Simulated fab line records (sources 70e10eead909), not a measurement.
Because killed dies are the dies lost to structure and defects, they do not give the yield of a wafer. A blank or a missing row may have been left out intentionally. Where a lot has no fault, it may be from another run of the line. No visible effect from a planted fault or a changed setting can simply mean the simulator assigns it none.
fab line records || flow nandHarc || part 2 of 2: steps 24 to 37 of 37
record: {"lots": 5, "wafers": 15, "lastDay": 34}
route steps=1302 shown P_GATE@144
lots untouched by any fault: they come from a run of this same line in which no faults occurred
startH: hours from the record's opening day to when the first of the lot's shown wafers began || waitH: hours from the lot's prior step to this one || " repeats the value in the row above || L1.1+2: a row that stands for several wafers || - no value, or no start was given || * or withheld: withheld || < > ~ a bound
route shown NAME@n: NAME is a module with steps in the file, n the number in the route of the first one || usual: mean/standard deviation taken from wafers without a fault || same: alike in all rows || chamber/n: place in a boat || sites: each site's reading || _std_site: standard deviation of those values || _edge_site: outer sites' mean less inner sites' || radiusMm: for every site, how far away it sits from the centre of the wafer || mask NAME#n: copy n || behind: the last tool/chamber to shape the wafer || hold: reason for holding the lot/hours on hold/outcome of the hold || device: names the non-switching transistor (n, p or np) || end of line: tests of these same wafers at the route's end || a step given without rows: its recipe and nothing more || killed: dies that structure and defects cost at the first sort, which is not the same as the wafer's yield || map: a wafer's dies, x killed, . not, _ none there
set.NAME: setting as actually run; set.NAME@STEP: the setting as run at that earlier step || model.NAME: the simulator's own value behind a step, which no gauge read
certain route steps with their lots: each step a table, each wafer a row
services: when a tool's chamber went out of use (startH, in hours from the record's first day, below 0 if earlier), for how many hours, and the reason
== steps ==
step: NHARC_P_GATE_EXPOSE_43
recipe: {"na": 0.6, "targetCdNm": 720, "doseMj": 14.81, "maskId": "P_NSD"}
{"lot.wafer": "L074.1+2+4", "tool": "krfScanner-02", "chamber": 0, "startH": 107.11, "waitH": "-", "mask": "P_NSD#0"}
{"lot.wafer": "L077.1+4+6", "tool": "krfScanner-03", "chamber": 0, "startH": 138.75, "waitH": "-", "mask": "P_NSD#0"}
{"lot.wafer": "L079.2+3+4", "tool": "krfScanner-02", "chamber": 0, "startH": 162.43, "waitH": "-", "mask": "P_NSD#0"}
{"lot.wafer": "L080.1+4+6", "tool": "krfScanner-02", "chamber": 0, "startH": 176.99, "waitH": "-", "mask": "P_NSD#0"}
{"lot.wafer": "L097.3+4+6", "tool": "krfScanner-03", "chamber": 0, "startH": 334.83, "waitH": "-", "mask": "P_NSD#0"}
step: NHARC_P_GATE_PEB_44
recipe: {"pebTempC": 118, "pebTimeS": 85}
{"lot.wafer": "L074.1+2+4", "tool": "lithoTrack-03", "chamber": 0, "startH": 107.18, "waitH": 0.1}
{"lot.wafer": "L077.1+4+6", "tool": "lithoTrack-02", "chamber": 0, "startH": 138.82, "waitH": 0.1}
{"lot.wafer": "L079.2+3+4", "tool": "lithoTrack-03", "chamber": 0, "startH": 162.50, "waitH": 0.1}
{"lot.wafer": "L080.1+4+6", "tool": "lithoTrack-07", "chamber": 0, "startH": 177.06, "waitH": 0.1}
{"lot.wafer": "L097.3+4+6", "tool": "lithoTrack-03", "chamber": 0, "startH": 334.89, "waitH": 0.1}
step: NHARC_P_GATE_DEVELOP_45
recipe: {"timeS": 70}
{"lot.wafer": "L074.1+2+4", "tool": "lithoTrack-03", "chamber": 0, "startH": "-", "waitH": "-"}
{"lot.wafer": "L077.1+4+6", "tool": "lithoTrack-02", "chamber": 0, "startH": "-", "waitH": "-"}
{"lot.wafer": "L079.2+3+4", "tool": "lithoTrack-03", "chamber": 0, "startH": "-", "waitH": "-"}
{"lot.wafer": "L080.1+4+6", "tool": "lithoTrack-07", "chamber": 0, "startH": "-", "waitH": "-"}
{"lot.wafer": "L097.3+4+6", "tool": "lithoTrack-03", "chamber": 0, "startH": "-", "waitH": "-"}
step: NHARC_P_GATE_CD_MEAS_46
recipe: {"targetCdNm": 720, "landingEnergyEv": 500}
usual: {"cdNm": "720.0/1.6"}
{"lot.wafer": "L074.1", "tool": "cdSem-02", "chamber": 0, "startH": 107.27, "waitH": "-", "cdNm": 716.8}
{"lot.wafer": "L074.2", "tool": "cdSem-02", "chamber": 0, "startH": 107.27, "waitH": "-", "cdNm": 717.3}
{"lot.wafer": "L074.4", "tool": "cdSem-02", "chamber": 0, "startH": 107.27, "waitH": "-", "cdNm": 720.9}
{"lot.wafer": "L077.1", "tool": "cdSem-02", "chamber": 0, "startH": 138.92, "waitH": "-", "cdNm": 718.9}
{"lot.wafer": "L077.4", "tool": "cdSem-02", "chamber": 0, "startH": 138.92, "waitH": "-", "cdNm": 721.4}
{"lot.wafer": "L077.6", "tool": "cdSem-02", "chamber": 0, "startH": 138.92, "waitH": "-", "cdNm": 719.7}
{"lot.wafer": "L079.2", "tool": "cdSem-02", "chamber": 0, "startH": 162.59, "waitH": "-", "cdNm": 721.8}
{"lot.wafer": "L079.3", "tool": "cdSem-02", "chamber": 0, "startH": 162.59, "waitH": "-", "cdNm": 720.6}
{"lot.wafer": "L079.4", "tool": "cdSem-02", "chamber": 0, "startH": 162.59, "waitH": "-", "cdNm": 719.8}
{"lot.wafer": "L080.1", "tool": "cdSem-02", "chamber": 0, "startH": 177.15, "waitH": "-", "cdNm": 722.7}
{"lot.wafer": "L080.4", "tool": "cdSem-02", "chamber": 0, "startH": 177.15, "waitH": "-", "cdNm": 719.9}
{"lot.wafer": "L080.6", "tool": "cdSem-02", "chamber": 0, "startH": 177.15, "waitH": "-", "cdNm": 719.9}
{"lot.wafer": "L097.3", "tool": "cdSem-01", "chamber": 0, "startH": 334.98, "waitH": "-", "cdNm": 718.3}
{"lot.wafer": "L097.4", "tool": "cdSem-01", "chamber": 0, "startH": 334.98, "waitH": "-", "cdNm": 717.6}
{"lot.wafer": "L097.6", "tool": "cdSem-01", "chamber": 0, "startH": 334.98, "waitH": "-", "cdNm": 720.9}
step: NHARC_P_GATE_HARDBAKE_47
recipe: {"tempC": 125, "timeS": 80}
{"lot.wafer": "L074.1+2+4", "tool": "lithoTrack-02", "chamber": 0, "startH": 107.35, "waitH": "-"}
{"lot.wafer": "L077.1+4+6", "tool": "lithoTrack-03", "chamber": 0, "startH": 139.00, "waitH": "-"}
{"lot.wafer": "L079.2+3+4", "tool": "lithoTrack-03", "chamber": 0, "startH": 162.67, "waitH": "-"}
{"lot.wafer": "L080.1+4+6", "tool": "lithoTrack-07", "chamber": 0, "startH": 177.23, "waitH": "-"}
{"lot.wafer": "L097.3+4+6", "tool": "lithoTrack-02", "chamber": 0, "startH": 335.06, "waitH": "-"}
step: NHARC_P_GATE_DESCUM_48
recipe: {"timeS": 3, "o2FlowSccm": 200, "arFlowSccm": 0, "biasPowerW": 0, "chemistry": "O2"}
usual: {"drypumpMotorCurrentA": "6.0/0.49", "o2FlowSccm": "199.9/0.61", "oesProductAu": "0.999/0.0099", "rfVppV": "57.7/0.95", "showerheadPlenumPTorr": "1.90/0.072", "throttleValvePct": "11.311/0.0099"}
{"lot.wafer": "L074.1", "tool": "rieDiel-12", "chamber": 1, "startH": 107.43, "waitH": "-", "drypumpMotorCurrentA": 5.9, "o2FlowSccm": 200.3, "oesProductAu": 0.993, "rfHoursCounterH": 0.3, "rfVppV": 56.9, "showerheadPlenumPTorr": 1.93, "throttleValvePct": 11.309}
{"lot.wafer": "L074.4", "tool": "rieDiel-12", "chamber": 2, "startH": 107.43, "waitH": "-", "drypumpMotorCurrentA": 4.6, "o2FlowSccm": 200.5, "oesProductAu": 1.010, "rfHoursCounterH": 0.2, "rfVppV": 57.4, "showerheadPlenumPTorr": 1.98, "throttleValvePct": 11.304}
{"lot.wafer": "L074.2", "tool": "rieDiel-12", "chamber": 0, "startH": 107.43, "waitH": "-", "drypumpMotorCurrentA": 5.5, "o2FlowSccm": 200.2, "oesProductAu": 1.009, "rfHoursCounterH": 0.2, "rfVppV": 58.5, "showerheadPlenumPTorr": 2.05, "throttleValvePct": 11.302}
{"lot.wafer": "L077.4", "tool": "rieDiel-10", "chamber": 0, "startH": 139.08, "waitH": "-", "drypumpMotorCurrentA": 6.7, "o2FlowSccm": 200.6, "oesProductAu": 0.999, "rfHoursCounterH": 3.9, "rfVppV": 57.4, "showerheadPlenumPTorr": 1.94, "throttleValvePct": 11.312}
{"lot.wafer": "L077.1", "tool": "rieDiel-10", "chamber": 2, "startH": 139.08, "waitH": "-", "drypumpMotorCurrentA": 6.0, "o2FlowSccm": 200.6, "oesProductAu": 0.983, "rfHoursCounterH": 4.5, "rfVppV": 56.9, "showerheadPlenumPTorr": 1.89, "throttleValvePct": 11.310}
{"lot.wafer": "L077.6", "tool": "rieDiel-10", "chamber": 0, "startH": 139.08, "waitH": "-", "drypumpMotorCurrentA": 6.7, "o2FlowSccm": 199.8, "oesProductAu": 1.012, "rfHoursCounterH": "-", "rfVppV": 57.6, "showerheadPlenumPTorr": 1.94, "throttleValvePct": 11.295}
{"lot.wafer": "L079.2", "tool": "rieDiel-02", "chamber": 0, "startH": 162.76, "waitH": "-", "drypumpMotorCurrentA": 5.7, "o2FlowSccm": 200.3, "oesProductAu": 1.001, "rfHoursCounterH": 6.3, "rfVppV": 57.6, "showerheadPlenumPTorr": 2.00, "throttleValvePct": 11.315}
{"lot.wafer": "L079.3", "tool": "rieDiel-02", "chamber": 1, "startH": 162.76, "waitH": "-", "drypumpMotorCurrentA": 5.7, "o2FlowSccm": 198.8, "oesProductAu": 1.000, "rfHoursCounterH": 5.4, "rfVppV": 59.2, "showerheadPlenumPTorr": 1.89, "throttleValvePct": 11.304}
{"lot.wafer": "L079.4", "tool": "rieDiel-02", "chamber": 2, "startH": 162.76, "waitH": "-", "drypumpMotorCurrentA": 5.8, "o2FlowSccm": 200.0, "oesProductAu": 0.994, "rfHoursCounterH": 5.5, "rfVppV": 56.8, "showerheadPlenumPTorr": 1.78, "throttleValvePct": 11.312}
{"lot.wafer": "L080.1", "tool": "rieDiel-10", "chamber": 0, "startH": 177.31, "waitH": "-", "drypumpMotorCurrentA": 6.7, "o2FlowSccm": 200.5, "oesProductAu": 1.004, "rfHoursCounterH": 5.3, "rfVppV": 57.4, "showerheadPlenumPTorr": 1.94, "throttleValvePct": 11.325}
{"lot.wafer": "L080.4", "tool": "rieDiel-10", "chamber": 2, "startH": 177.31, "waitH": "-", "drypumpMotorCurrentA": 6.1, "o2FlowSccm": 199.7, "oesProductAu": 0.992, "rfHoursCounterH": 6.3, "rfVppV": 57.1, "showerheadPlenumPTorr": 1.88, "throttleValvePct": 11.307}
{"lot.wafer": "L080.6", "tool": "rieDiel-10", "chamber": 0, "startH": 177.31, "waitH": "-", "drypumpMotorCurrentA": 6.7, "o2FlowSccm": 200.0, "oesProductAu": 1.007, "rfHoursCounterH": "-", "rfVppV": 57.7, "showerheadPlenumPTorr": 1.94, "throttleValvePct": 11.313}
{"lot.wafer": "L097.3", "tool": "rieDiel-02", "chamber": 1, "startH": 335.14, "waitH": "-", "drypumpMotorCurrentA": 5.7, "o2FlowSccm": 200.0, "oesProductAu": 1.005, "rfHoursCounterH": 5.1, "rfVppV": 57.2, "showerheadPlenumPTorr": 1.88, "throttleValvePct": 11.312}
{"lot.wafer": "L097.6", "tool": "rieDiel-02", "chamber": 1, "startH": 335.14, "waitH": "-", "drypumpMotorCurrentA": 5.7, "o2FlowSccm": 199.8, "oesProductAu": 1.006, "rfHoursCounterH": "-", "rfVppV": 58.4, "showerheadPlenumPTorr": 1.88, "throttleValvePct": 11.320}
{"lot.wafer": "L097.4", "tool": "rieDiel-02", "chamber": 0, "startH": 335.14, "waitH": "-", "drypumpMotorCurrentA": 5.7, "o2FlowSccm": 201.0, "oesProductAu": 1.005, "rfHoursCounterH": "-", "rfVppV": 55.9, "showerheadPlenumPTorr": 2.00, "throttleValvePct": 11.308}
step: NHARC_P_GATE_IMPLANT_49
recipe: {"energyKev": 30, "doseCm2": 3e+15, "tiltDeg": 7}
usual: {"tiltDeg": "7.003/0.016"}
{"lot.wafer": "L074.1", "tool": "implanter-01", "chamber": 0, "startH": 107.58, "waitH": 0.1, "tiltDeg": 7.022}
{"lot.wafer": "L074.2", "tool": "implanter-01", "chamber": 0, "startH": 107.58, "waitH": 0.1, "tiltDeg": 7.006}
{"lot.wafer": "L074.4", "tool": "implanter-01", "chamber": 0, "startH": 107.58, "waitH": 0.1, "tiltDeg": 7.003}
{"lot.wafer": "L077.1", "tool": "implanter-02", "chamber": 0, "startH": 139.23, "waitH": 0.1, "tiltDeg": 7.007}
{"lot.wafer": "L077.4", "tool": "implanter-02", "chamber": 0, "startH": 139.23, "waitH": 0.1, "tiltDeg": 6.999}
{"lot.wafer": "L077.6", "tool": "implanter-02", "chamber": 0, "startH": 139.23, "waitH": 0.1, "tiltDeg": 6.999}
{"lot.wafer": "L079.2", "tool": "implanter-01", "chamber": 0, "startH": 163.46, "waitH": 0.7, "tiltDeg": 6.972}
{"lot.wafer": "L079.3", "tool": "implanter-01", "chamber": 0, "startH": 163.46, "waitH": 0.7, "tiltDeg": 7.011}
{"lot.wafer": "L079.4", "tool": "implanter-01", "chamber": 0, "startH": 163.46, "waitH": 0.7, "tiltDeg": 6.975}
{"lot.wafer": "L080.1", "tool": "implanter-01", "chamber": 0, "startH": 177.45, "waitH": 0.1, "tiltDeg": 7.012}
{"lot.wafer": "L080.4", "tool": "implanter-01", "chamber": 0, "startH": 177.45, "waitH": 0.1, "tiltDeg": 6.989}
{"lot.wafer": "L080.6", "tool": "implanter-01", "chamber": 0, "startH": 177.45, "waitH": 0.1, "tiltDeg": 6.996}
{"lot.wafer": "L097.3", "tool": "implanter-02", "chamber": 0, "startH": 335.37, "waitH": 0.2, "tiltDeg": 6.997}
{"lot.wafer": "L097.4", "tool": "implanter-02", "chamber": 0, "startH": 335.37, "waitH": 0.2, "tiltDeg": 6.989}
{"lot.wafer": "L097.6", "tool": "implanter-02", "chamber": 0, "startH": 335.37, "waitH": 0.2, "tiltDeg": 6.972}
step: NHARC_P_GATE_STRIP_111
recipe: {"powerW": 1500, "tempC": 110, "timeS": 250, "chemistry": "N2/H2"}
usual: {"drypumpMotorCurrentA": "5.9/0.44", "heaterPowerW": "93/6"}
{"lot.wafer": "L074.2", "tool": "plasmaAsher-01", "chamber": 0, "startH": 107.80, "waitH": 0.2, "drypumpMotorCurrentA": 6.4, "heaterPowerW": 100, "rfHoursCounterH": 23}
{"lot.wafer": "L074.1", "tool": "plasmaAsher-01", "chamber": 1, "startH": 107.80, "waitH": 0.2, "drypumpMotorCurrentA": 5.3, "heaterPowerW": 95, "rfHoursCounterH": 23}
{"lot.wafer": "L074.4", "tool": "plasmaAsher-01", "chamber": 1, "startH": 107.80, "waitH": 0.2, "drypumpMotorCurrentA": 5.3, "heaterPowerW": 96, "rfHoursCounterH": "-"}
{"lot.wafer": "L077.1", "tool": "plasmaAsher-01", "chamber": 0, "startH": 139.45, "waitH": 0.2, "drypumpMotorCurrentA": 6.4, "heaterPowerW": 98, "rfHoursCounterH": 29}
{"lot.wafer": "L077.4", "tool": "plasmaAsher-01", "chamber": 1, "startH": 139.45, "waitH": 0.2, "drypumpMotorCurrentA": 5.3, "heaterPowerW": 96, "rfHoursCounterH": "-"}
{"lot.wafer": "L077.6", "tool": "plasmaAsher-01", "chamber": 0, "startH": 139.45, "waitH": 0.2, "drypumpMotorCurrentA": 6.4, "heaterPowerW": 100, "rfHoursCounterH": "-"}
{"lot.wafer": "L079.2", "tool": "plasmaAsher-01", "chamber": 1, "startH": 163.70, "waitH": 0.2, "drypumpMotorCurrentA": 5.3, "heaterPowerW": 93, "rfHoursCounterH": 34}
{"lot.wafer": "L079.3", "tool": "plasmaAsher-01", "chamber": 0, "startH": 163.70, "waitH": 0.2, "drypumpMotorCurrentA": 6.3, "heaterPowerW": 97, "rfHoursCounterH": "-"}
{"lot.wafer": "L079.4", "tool": "plasmaAsher-01", "chamber": 1, "startH": 163.70, "waitH": 0.2, "drypumpMotorCurrentA": 5.3, "heaterPowerW": 95, "rfHoursCounterH": "-"}
{"lot.wafer": "L080.1", "tool": "plasmaAsher-02", "chamber": 1, "startH": 177.68, "waitH": 0.2, "drypumpMotorCurrentA": 6.2, "heaterPowerW": 95, "rfHoursCounterH": 19}
{"lot.wafer": "L080.4", "tool": "plasmaAsher-02", "chamber": 0, "startH": 177.68, "waitH": 0.2, "drypumpMotorCurrentA": 5.9, "heaterPowerW": 86, "rfHoursCounterH": "-"}
{"lot.wafer": "L080.6", "tool": "plasmaAsher-02", "chamber": 0, "startH": 177.68, "waitH": 0.2, "drypumpMotorCurrentA": 5.9, "heaterPowerW": 83, "rfHoursCounterH": "-"}
{"lot.wafer": "L097.3", "tool": "plasmaAsher-01", "chamber": 1, "startH": 335.63, "waitH": 0.2, "drypumpMotorCurrentA": 5.3, "heaterPowerW": 100, "rfHoursCounterH": "-"}
{"lot.wafer": "L097.4", "tool": "plasmaAsher-01", "chamber": 0, "startH": 335.63, "waitH": 0.2, "drypumpMotorCurrentA": 6.4, "heaterPowerW": 91, "rfHoursCounterH": "-"}
{"lot.wafer": "L097.6", "tool": "plasmaAsher-01", "chamber": 0, "startH": 335.63, "waitH": 0.2, "drypumpMotorCurrentA": 6.4, "heaterPowerW": 93, "rfHoursCounterH": "-"}
step: NHARC_P_GATE_STRIP_75
recipe: {"powerW": 1500, "tempC": 250, "chemistry": "O2"}
usual: {"drypumpMotorCurrentA": "5.9/0.43", "heaterPowerW": "349/22"}
{"lot.wafer": "L074.2", "tool": "plasmaAsher-01", "chamber": 0, "startH": 108.10, "waitH": 0.2, "drypumpMotorCurrentA": 6.4, "heaterPowerW": 375, "rfHoursCounterH": 23}
{"lot.wafer": "L074.1", "tool": "plasmaAsher-01", "chamber": 1, "startH": 108.10, "waitH": 0.2, "drypumpMotorCurrentA": 5.3, "heaterPowerW": 372, "rfHoursCounterH": 23}
{"lot.wafer": "L074.4", "tool": "plasmaAsher-01", "chamber": 1, "startH": 108.10, "waitH": 0.2, "drypumpMotorCurrentA": 5.3, "heaterPowerW": 366, "rfHoursCounterH": "-"}
{"lot.wafer": "L077.1", "tool": "plasmaAsher-01", "chamber": 0, "startH": 139.75, "waitH": 0.3, "drypumpMotorCurrentA": 6.3, "heaterPowerW": 365, "rfHoursCounterH": 30}
{"lot.wafer": "L077.4", "tool": "plasmaAsher-01", "chamber": 1, "startH": 139.75, "waitH": 0.3, "drypumpMotorCurrentA": 5.3, "heaterPowerW": 362, "rfHoursCounterH": "-"}
{"lot.wafer": "L077.6", "tool": "plasmaAsher-01", "chamber": 0, "startH": 139.75, "waitH": 0.3, "drypumpMotorCurrentA": 6.4, "heaterPowerW": 360, "rfHoursCounterH": "-"}
{"lot.wafer": "L079.2", "tool": "plasmaAsher-01", "chamber": 1, "startH": 163.96, "waitH": 0.2, "drypumpMotorCurrentA": 5.3, "heaterPowerW": 366, "rfHoursCounterH": 35}
{"lot.wafer": "L079.3", "tool": "plasmaAsher-01", "chamber": 0, "startH": 163.96, "waitH": 0.2, "drypumpMotorCurrentA": 6.4, "heaterPowerW": 368, "rfHoursCounterH": "-"}
{"lot.wafer": "L079.4", "tool": "plasmaAsher-01", "chamber": 1, "startH": 163.96, "waitH": 0.2, "drypumpMotorCurrentA": 5.3, "heaterPowerW": 352, "rfHoursCounterH": "-"}
{"lot.wafer": "L080.1", "tool": "plasmaAsher-02", "chamber": 1, "startH": 177.98, "waitH": 0.3, "drypumpMotorCurrentA": 6.2, "heaterPowerW": 351, "rfHoursCounterH": 20}
{"lot.wafer": "L080.4", "tool": "plasmaAsher-02", "chamber": 0, "startH": 177.98, "waitH": 0.3, "drypumpMotorCurrentA": 5.9, "heaterPowerW": 321, "rfHoursCounterH": "-"}
{"lot.wafer": "L080.6", "tool": "plasmaAsher-02", "chamber": 0, "startH": 177.98, "waitH": 0.3, "drypumpMotorCurrentA": 5.9, "heaterPowerW": 320, "rfHoursCounterH": "-"}
{"lot.wafer": "L097.3", "tool": "plasmaAsher-01", "chamber": 1, "startH": 335.86, "waitH": 0.2, "drypumpMotorCurrentA": 5.3, "heaterPowerW": 377, "rfHoursCounterH": "-"}
{"lot.wafer": "L097.4", "tool": "plasmaAsher-01", "chamber": 0, "startH": 335.86, "waitH": 0.2, "drypumpMotorCurrentA": 6.3, "heaterPowerW": 364, "rfHoursCounterH": "-"}
{"lot.wafer": "L097.6", "tool": "plasmaAsher-01", "chamber": 0, "startH": 335.86, "waitH": 0.2, "drypumpMotorCurrentA": 6.3, "heaterPowerW": 353, "rfHoursCounterH": "-"}
step: NHARC_P_GATE_STRIP_50
recipe: {"timeS": 900, "tempC": 130, "chemistry": "SPM"}
{"lot.wafer": "L074.4+1+2", "tool": "wetBench-05", "chamber": "0,2,3", "startH": 108.28, "waitH": 0.1}
{"lot.wafer": "L077.1+4+6", "tool": "wetBench-06", "chamber": "6,0,1", "startH": 139.91, "waitH": 0.2}
{"lot.wafer": "L079.3+4+2", "tool": "wetBench-05", "chamber": "6,7,1", "startH": 164.11, "waitH": 0.1}
{"lot.wafer": "L080.6+1+4", "tool": "wetBench-06", "chamber": "5,6,0", "startH": 178.13, "waitH": 0.1}
{"lot.wafer": "L097.6+3+4", "tool": "wetBench-03", "chamber": "0,2,3", "startH": 335.99, "waitH": 0.1}
step: NHARC_P_GATE_DEHYDRATE_51
recipe: {"tempC": 150, "timeS": 120}
{"lot.wafer": "L074.1+2+4", "tool": "lithoTrack-02", "chamber": 0, "startH": 108.65, "waitH": "-"}
{"lot.wafer": "L077.1+4+6", "tool": "lithoTrack-07", "chamber": 0, "startH": 140.25, "waitH": "-"}
{"lot.wafer": "L079.2+3+4", "tool": "lithoTrack-02", "chamber": 0, "startH": 164.44, "waitH": "-"}
{"lot.wafer": "L080.1+4+6", "tool": "lithoTrack-03", "chamber": 0, "startH": 178.49, "waitH": "-"}
{"lot.wafer": "L097.3+4+6", "tool": "lithoTrack-02", "chamber": 0, "startH": 336.33, "waitH": "-"}
step: NHARC_P_GATE_HMDS_52
recipe: {"timeS": 30}
{"lot.wafer": "L074.1+2+4", "tool": "lithoTrack-02", "chamber": 0, "startH": "-", "waitH": "-"}
{"lot.wafer": "L077.1+4+6", "tool": "lithoTrack-07", "chamber": 0, "startH": "-", "waitH": "-"}
{"lot.wafer": "L079.2+3+4", "tool": "lithoTrack-02", "chamber": 0, "startH": "-", "waitH": "-"}
{"lot.wafer": "L080.1+4+6", "tool": "lithoTrack-03", "chamber": 0, "startH": "-", "waitH": "-"}
{"lot.wafer": "L097.3+4+6", "tool": "lithoTrack-02", "chamber": 0, "startH": "-", "waitH": "-"}
step: NHARC_P_GATE_COAT_53
recipe: {"spinRpm": 3000}
{"lot.wafer": "L074.1+2+4", "tool": "lithoTrack-02", "chamber": 0, "startH": "-", "waitH": "-"}
{"lot.wafer": "L077.1+4+6", "tool": "lithoTrack-07", "chamber": 0, "startH": "-", "waitH": "-"}
{"lot.wafer": "L079.2+3+4", "tool": "lithoTrack-02", "chamber": 0, "startH": "-", "waitH": "-"}
{"lot.wafer": "L080.1+4+6", "tool": "lithoTrack-03", "chamber": 0, "startH": "-", "waitH": "-"}
{"lot.wafer": "L097.3+4+6", "tool": "lithoTrack-02", "chamber": 0, "startH": "-", "waitH": "-"}
step: NHARC_P_GATE_SOFTBAKE_54
recipe: {"tempC": 122, "timeS": 95}
{"lot.wafer": "L074.1+2+4", "tool": "lithoTrack-02", "chamber": 0, "startH": "-", "waitH": "-"}
{"lot.wafer": "L077.1+4+6", "tool": "lithoTrack-07", "chamber": 0, "startH": "-", "waitH": "-"}
{"lot.wafer": "L079.2+3+4", "tool": "lithoTrack-02", "chamber": 0, "startH": "-", "waitH": "-"}
{"lot.wafer": "L080.1+4+6", "tool": "lithoTrack-03", "chamber": 0, "startH": "-", "waitH": "-"}
{"lot.wafer": "L097.3+4+6", "tool": "lithoTrack-02", "chamber": 0, "startH": "-", "waitH": "-"}
== services ==
{"tool": "lithoTrack-07", "chamber": "-", "startH": 76.01, "hours": 7.0, "kind": "pm"}
{"tool": "wetBench-05", "chamber": "-", "startH": 84.92, "hours": 8.0, "kind": "pm"}
{"tool": "rieDiel-12", "chamber": "-", "startH": 91.40, "hours": 9.0, "kind": "pm"}
{"tool": "lithoTrack-03", "chamber": "-", "startH": 100.00, "hours": 7.0, "kind": "pm"}
{"tool": "rieSi-02", "chamber": "-", "startH": 100.00, "hours": 9.0, "kind": "pm"}
{"tool": "rieDiel-10", "chamber": 1, "startH": 153.27, "hours": 6.4, "kind": "repair"}
{"tool": "plasmaAsher-01", "chamber": "-", "startH": 165.00, "hours": 9.0, "kind": "pm"}
{"tool": "wetBench-06", "chamber": "-", "startH": 193.60, "hours": 8.0, "kind": "pm"}
{"tool": "wetBench-06", "chamber": "-", "startH": 216.41, "hours": 1.9, "kind": "repair"}
{"tool": "rieDiel-02", "chamber": "-", "startH": 216.71, "hours": 9.0, "kind": "pm"}
{"tool": "rieDiel-12", "chamber": 1, "startH": 221.23, "hours": 14.2, "kind": "repair"}
{"tool": "lithoTrack-02", "chamber": "-", "startH": 227.00, "hours": 7.0, "kind": "pm"}
{"tool": "rieDiel-10", "chamber": 0, "startH": 236.69, "hours": 1.6, "kind": "repair"}
{"tool": "rieDiel-12", "chamber": 2, "startH": 239.03, "hours": 2.4, "kind": "repair"}
{"tool": "rieDiel-10", "chamber": "-", "startH": 242.50, "hours": 9.0, "kind": "pm"}
{"tool": "lithoTrack-07", "chamber": "-", "startH": 251.01, "hours": 7.0, "kind": "pm"}
{"tool": "rieDiel-12", "chamber": "-", "startH": 255.44, "hours": 1.1, "kind": "repair"}
{"tool": "rieDiel-10", "chamber": 3, "startH": 255.71, "hours": 3.9, "kind": "repair"}
{"tool": "wetBench-05", "chamber": "-", "startH": 260.92, "hours": 8.0, "kind": "pm"}
{"tool": "rieDiel-12", "chamber": "-", "startH": 268.40, "hours": 9.0, "kind": "pm"}
{"tool": "lithoTrack-03", "chamber": "-", "startH": 275.00, "hours": 7.0, "kind": "pm"}
{"tool": "rieDiel-02", "chamber": 2, "startH": 277.87, "hours": 7.5, "kind": "repair"}
{"tool": "rieDiel-12", "chamber": 0, "startH": 290.39, "hours": 2.9, "kind": "repair"}
{"tool": "rieDiel-02", "chamber": 3, "startH": 318.02, "hours": 19.0, "kind": "repair"}
